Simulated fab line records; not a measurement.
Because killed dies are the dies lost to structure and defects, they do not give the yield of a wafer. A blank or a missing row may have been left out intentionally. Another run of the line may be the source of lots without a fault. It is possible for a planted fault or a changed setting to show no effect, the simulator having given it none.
Which tool was responsible? ; flow n5-finfet ; Sampling: 24 lots, 72 wafers, 5 of 1938 route steps

WHAT THE GAUGES READ, wafer by wafer
N5_FIN_SAQP_THK_MEAS_05.
lot;measured;on;thk-nm (nm)
L074;day 1 20:59;film-metro-02;38.2 38.4 38.9
L075;day 2 03:29;film-metro-01;38.7 38.3 39.2
L076;day 2 08:47;film-metro-01;37.9 38.7 38.4
L077;day 2 15:31;film-metro-01;38.2 37.9 38.5
L078;day 2 22:25;film-metro-01;38.2 38.9 38.9
L079;day 3 03:11;film-metro-01;37.6 38.1 38.0
L080;day 3 08:57;film-metro-01;38.0 38.2 38.6
L081;day 3 16:14;film-metro-01;38.2 38.6 38.5
L082;day 3 20:59;film-metro-01;37.3 38.6 38.8
L083;day 4 03:39;film-metro-01;38.2 39.3 39.2
L084;day 4 11:32;film-metro-01;37.4 37.9 38.2
L085;day 4 15:32;film-metro-02;38.3 38.4 38.2
L086;day 4 21:16;film-metro-02;37.9 37.7 38.2
L087;day 5 04:52;film-metro-01;37.3 38.1 39.0
L088;day 5 08:32;film-metro-01;38.1 39.1 38.4
L089;day 5 15:58;film-metro-01;37.9 37.6 38.3
L090;day 5 22:52;film-metro-02;37.6 37.6 38.1
L091;day 6 03:20;film-metro-02;38.0 38.6 38.4
L092;day 6 10:19;film-metro-01;38.4 38.6 39.0
L093;day 6 16:28;film-metro-02;38.4 38.2 39.1
L094;day 6 21:53;film-metro-02;37.8 38.3 38.8
L095;day 7 03:23;film-metro-02;37.5 38.8 39.1
L096;day 7 09:43;film-metro-02;38.1 38.9 39.5
L097;day 7 15:23;film-metro-02;38.0 37.8 38.4

N5_STI_FIN_REVEAL_FIN_H_MEAS_10.
lot;measured;on;trench-depth-nm (nm)
L074;day 2 11:58;ocd-01;51.2 52.0 52.4
L075;day 2 19:40;ocd-01;52.0 52.3 52.1
L076;day 3 02:29;ocd-02;51.4 52.8 51.1
L077;day 3 07:07;ocd-01;51.5 50.7 51.4
L078;day 3 13:36;ocd-01;52.0 51.0 51.1
L079;day 3 18:15;ocd-01;53.3 52.0 53.2
L080;day 4 01:01;ocd-02;52.3 51.8 53.1
L081;day 4 07:27;ocd-02;50.9 50.3 52.5
L082;day 4 12:23;ocd-02;50.6 51.2 50.7
L083;day 4 19:58;ocd-01;50.7 52.1 52.3
L084;day 5 03:09;ocd-02;51.9 51.8 51.6
L085;day 5 09:20;ocd-01;52.0 52.2 53.4
L086;day 5 15:14;ocd-01;51.8 52.7 50.9
L087;day 5 20:30;ocd-01;51.6 51.8 50.3
L088;day 6 06:51;ocd-02;52.1 51.7 52.4
L089;day 6 09:43;ocd-02;52.2 50.7 52.6
L090;day 6 16:16;ocd-02;51.1 50.7 50.9
L091;day 6 20:29;ocd-01;50.3 50.1 51.2
L092;day 7 02:34;ocd-02;51.7 51.9 51.3
L093;day 7 08:38;ocd-02;53.0 51.3 51.6
L094;day 7 13:55;ocd-02;52.3 51.5 51.5
L095;day 7 18:31;ocd-02;52.0 52.5 51.6
L096;day 8 00:52;ocd-01;50.7 50.5 49.9
L097;day 8 07:57;ocd-01;53.0 52.0 53.2

WHAT TOOL EACH LOT RAN ON (gives the tool, then ch and the chambers of the sampled wafers, and finally the start)
lot;N5_ZERO_LAYER_DESCUM_16;N5_FIN_CUT_DESCUM_13;N5_FIN_CUT_CUT_ETCH_27
L074;rie-diel-06 ch 0,2, day 1 12:48;rie-diel-03 ch 0,3, day 2 02:25;rie-diel-03 ch 0,3, day 2 02:54
L075;rie-diel-04 ch 0,1,2, day 1 18:41;rie-diel-04 ch 0,1, day 2 09:17;rie-diel-04 ch 0,1, day 2 09:46
L076;rie-diel-04 ch 0,1,2, day 2 00:41;rie-diel-03 ch 0,3, day 2 15:02;rie-diel-03 ch 0,3, day 2 15:31
L077;rie-diel-04 ch 0,2, day 2 06:42;rie-diel-06 ch 0,3, day 2 21:28;rie-diel-06 ch 0,3, day 2 21:57
L078;rie-diel-04 ch 0,1,2, day 2 12:43;rie-diel-04 ch 0,1,3, day 3 03:56;rie-diel-04 ch 0,1,3, day 3 04:26
L079;rie-diel-03 ch 1,2,3, day 2 18:56;rie-diel-06 ch 0,1,2, day 3 08:32;rie-diel-06 ch 0,1,2, day 3 09:01
L080;rie-diel-03 ch 2,3, day 3 00:49;rie-diel-03 ch 0,3, day 3 14:28;rie-diel-03 ch 0,3, day 3 14:56
L081;rie-diel-03 ch 1,2,3, day 3 07:23;rie-diel-06 ch 0,1,2, day 3 21:49;rie-diel-06 ch 0,1,2, day 3 22:18
L082;rie-diel-04 ch 1,3, day 3 12:41;rie-diel-06 ch 0,1,3, day 4 02:37;rie-diel-06 ch 0,1,3, day 4 03:06
L083;rie-diel-06 ch 0,3, day 3 18:41;rie-diel-06 ch 0,1, day 4 10:18;rie-diel-06 ch 0,1, day 4 10:47
L084;rie-diel-03 ch 0,3, day 4 00:49;rie-diel-03 ch 0,1,2, day 4 17:29;rie-diel-03 ch 0,1,2, day 4 17:58
L085;rie-diel-06 ch 0,1,3, day 4 06:49;rie-diel-03 ch 0,2,3, day 4 22:10;rie-diel-03 ch 0,2,3, day 4 22:38
L086;rie-diel-03 ch 1,2,3, day 4 12:53;rie-diel-04 ch 0,1,2, day 5 05:26;rie-diel-04 ch 0,1,2, day 5 05:55
L087;rie-diel-03 ch 0,1,2, day 4 18:41;rie-diel-04 ch 1,2, day 5 10:58;rie-diel-04 ch 1,2, day 5 11:26
L088;rie-diel-06 ch 2,3, day 5 00:42;rie-diel-04 ch 0,3, day 5 18:52;rie-diel-04 ch 0,3, day 5 19:21
L089;rie-diel-04 ch 1,2,3, day 5 06:48;rie-diel-06 ch 0,1, day 6 00:02;rie-diel-06 ch 0,1, day 6 00:31
L090;rie-diel-03 ch 0,2,3, day 5 12:41;rie-diel-04 ch 0,2, day 6 05:07;rie-diel-04 ch 0,2, day 6 05:35
L091;rie-diel-03 ch 0,2,3, day 5 18:49;rie-diel-04 ch 0,1,3, day 6 09:47;rie-diel-04 ch 0,1,3, day 6 10:16
L092;rie-diel-06 ch 0,1,3, day 6 00:59;rie-diel-04 ch 0,2,3, day 6 15:55;rie-diel-04 ch 0,2,3, day 6 16:24
L093;rie-diel-06 ch 0,2,3, day 6 06:46;rie-diel-03 ch 1,2, day 6 22:07;rie-diel-03 ch 1,2, day 6 22:37
L094;rie-diel-03 ch 1,2,3, day 6 13:04;rie-diel-03 ch 0,2,3, day 7 03:54;rie-diel-03 ch 0,2,3, day 7 04:23
L095;rie-diel-06 ch 1,2, day 6 18:52;rie-diel-06 ch 1,2,3, day 7 08:52;rie-diel-06 ch 1,2,3, day 7 09:20
L096;rie-diel-03 ch 1,3, day 7 01:13;rie-diel-06 ch 1,2, day 7 15:20;rie-diel-06 ch 1,2, day 7 15:49
L097;rie-diel-06 ch 0,2,3, day 7 06:42;rie-diel-03 ch 0,3, day 7 22:04;rie-diel-03 ch 0,3, day 7 22:32
- N5_ZERO_LAYER_DESCUM_16: chemistry O2, time 7.9 s.
- N5_FIN_CUT_DESCUM_13: chemistry O2, time 7 s.
- N5_FIN_CUT_CUT_ETCH_27: etches SiO2 in CHF3/O2, target depth 4 nm, overetch 2 nm, time 4.9 s.

WHAT THE TOOLS THEMSELVES READ (means of the sampled wafers that have a number; where no wafer has one, the mark that the record gives instead)
N5_ZERO_LAYER_DESCUM_16.
lot;tool;drypump-motor-current-A (A);oes-product-au (a.u.);rf-vpp-V (V);showerhead-plenum-p-Torr (Torr);throttle-valve-pct (%)
L074;rie-diel-06;5.7;0.78;243.8;2.06;20.32
L075;rie-diel-04;5.6;0.75;243.2;2.07;20.62
L076;rie-diel-04;5.6;0.75;243.2;2.07;20.63
L077;rie-diel-04;5.8;0.73;241.9;2.04;20.83
L078;rie-diel-04;5.6;0.75;242.2;2.07;20.62
L079;rie-diel-03;5.7;0.80;241.8;2.08;20.62
L080;rie-diel-03;5.6;0.79;243.3;2.11;20.51
L081;rie-diel-03;5.7;0.79;243.1;2.07;20.63
L082;rie-diel-04;5.2;0.88;243.4;2.07;20.43
L083;rie-diel-06;5.9;0.93;244.4;2.10;20.18
L084;rie-diel-03;6.0;0.89;243.5;2.13;20.53
L085;rie-diel-06;5.7;0.87;243.7;2.08;20.29
L086;rie-diel-03;5.7;0.77;242.9;2.07;20.64
L087;rie-diel-03;5.3;0.70;242.2;2.04;20.57
L088;rie-diel-06;6.2;0.87;243.4;2.11;20.29
L089;rie-diel-04;5.4;0.78;242.0;2.05;20.59
L090;rie-diel-03;5.6;0.79;243.7;2.10;20.52
L091;rie-diel-03;5.6;0.78;242.8;2.10;20.51
L092;rie-diel-06;5.7;0.84;243.1;2.08;20.32
L093;rie-diel-06;5.8;0.83;242.6;2.08;20.26
L094;rie-diel-03;5.7;0.85;243.6;2.15;20.54
L095;rie-diel-06;5.8;0.75;242.6;2.07;20.54
L096;rie-diel-03;5.7;0.92;245.8;2.21;20.53
L097;rie-diel-06;5.8;0.82;243.3;2.07;20.29

N5_FIN_CUT_DESCUM_13.
lot;tool;drypump-motor-current-A (A);oes-product-au (a.u.);rf-vpp-V (V);showerhead-plenum-p-Torr (Torr);throttle-valve-pct (%)
L074;rie-diel-03;5.5;0.85;243.5;2.11;20.44
L075;rie-diel-04;5.5;0.75;242.9;2.10;20.42
L076;rie-diel-03;6.0;0.92;243.4;2.13;20.51
L077;rie-diel-06;5.5;0.92;243.5;2.06;20.13
L078;rie-diel-04;5.4;0.81;243.0;2.09;20.49
L079;rie-diel-06;5.7;0.80;242.6;2.06;20.37
L080;rie-diel-03;5.9;0.90;243.4;2.13;20.52
L081;rie-diel-06;5.7;0.79;242.9;2.06;20.37
L082;rie-diel-06;5.7;0.86;242.9;2.08;20.29
L083;rie-diel-06;5.5;0.82;243.5;2.07;20.41
L084;rie-diel-03;5.3;0.70;242.6;2.04;20.56
L085;rie-diel-03;5.6;0.78;243.3;2.10;20.50
L086;rie-diel-04;5.6;0.73;243.4;2.06;20.66
L087;rie-diel-04;5.4;0.73;241.9;2.05;20.53
L088;rie-diel-04;5.7;0.78;243.2;2.09;20.66
L089;rie-diel-06;5.5;0.80;242.9;2.07;20.43
L090;rie-diel-04;5.8;0.72;242.2;2.07;20.81
L091;rie-diel-04;5.4;0.78;242.0;2.08;20.53
L092;rie-diel-04;5.6;0.78;242.1;2.06;20.74
L093;rie-diel-03;5.3;0.76;242.8;2.13;20.51
L094;rie-diel-03;5.6;0.77;243.5;2.10;20.52
L095;rie-diel-06;6.0;0.79;243.7;2.09;20.43
L096;rie-diel-06;5.9;0.72;242.5;2.07;20.51
L097;rie-diel-03;5.5;0.78;243.3;2.09;20.48

N5_FIN_CUT_CUT_ETCH_27.
lot;tool;CHF3_flow_sccm (sccm);drypump-motor-current-A (A);oes_ar_750_au (a.u.);oes-product-au (a.u.);rf-vpp-V (V);showerhead-plenum-p-Torr (Torr);throttle-valve-pct (%)
L074;rie-diel-03;49.97;5.5;0.83;0.67;549;2.45;18.96
L075;rie-diel-04;49.76;5.5;0.77;0.59;508;2.41;18.83
L076;rie-diel-03;50.04;6.0;0.90;0.71;534;2.46;18.97
L077;rie-diel-06;49.95;5.5;0.91;0.73;524;2.39;18.58
L078;rie-diel-04;49.91;5.4;0.83;0.65;507;2.39;18.79
L079;rie-diel-06;50.06;5.7;0.77;0.63;533;2.37;18.77
L080;rie-diel-03;49.84;6.0;0.88;0.70;535;2.46;18.97
L081;rie-diel-06;50.07;5.6;0.78;0.62;533;2.37;18.77
L082;rie-diel-06;49.97;5.7;0.84;0.68;539;2.40;18.71
L083;rie-diel-06;50.04;5.5;0.78;0.63;549;2.37;18.78
L084;rie-diel-03;50.00;5.3;0.70;0.56;550;2.36;19.03
L085;rie-diel-03;49.89;5.6;0.78;0.62;536;2.43;18.93
L086;rie-diel-04;49.81;5.6;0.75;0.58;505;2.36;19.00
L087;rie-diel-04;49.82;5.4;0.74;0.58;506;2.37;18.94
L088;rie-diel-04;50.02;5.7;0.80;0.63;507;2.38;18.87
L089;rie-diel-06;50.09;5.5;0.77;0.62;550;2.37;18.77
L090;rie-diel-04;50.04;5.8;0.74;0.58;503;2.36;19.07
L091;rie-diel-04;50.06;5.5;0.80;0.62;507;2.38;18.83
L092;rie-diel-04;50.00;5.6;0.78;0.61;505;2.35;18.97
L093;rie-diel-03;49.87;5.3;0.76;0.60;542;2.44;18.86
L094;rie-diel-03;50.03;5.6;0.76;0.61;536;2.42;18.96
L095;rie-diel-06;50.10;6.0;0.77;0.62;537;2.41;18.87
L096;rie-diel-06;50.04;5.9;0.71;0.57;532;2.37;18.94
L097;rie-diel-03;50.06;5.5;0.76;0.62;548;2.44;19.03

THE ANSWER, worked out from the rows above alone
Rule: what is usual is taken from the lots themselves. Put in order of their means at a reading, lots are off if they are a third of the lots or fewer, leave a main group of 4 or more, and stand apart from it by a gap of 3 or more times the standard deviation of the main group's means; of several such gaps the widest counts. The tables above print the reading to a certain number of digits; a main group whose means all agree to those digits is not used. A lot without any number at a reading at which 4 lots or more have one is off too. Any other lot the step has rows for is counted as sound. The gauges are gone through in route order, then the tools' own readings, and for those a lot's mean is taken as printed above. The first step at which some lot is off is used, and at that step the reading that is off furthest; a lot without a number counts as furthest.
None of the lots is off at any reading shown; this tells nothing.

WHAT WAS PUT IN BY THE SIMULATOR
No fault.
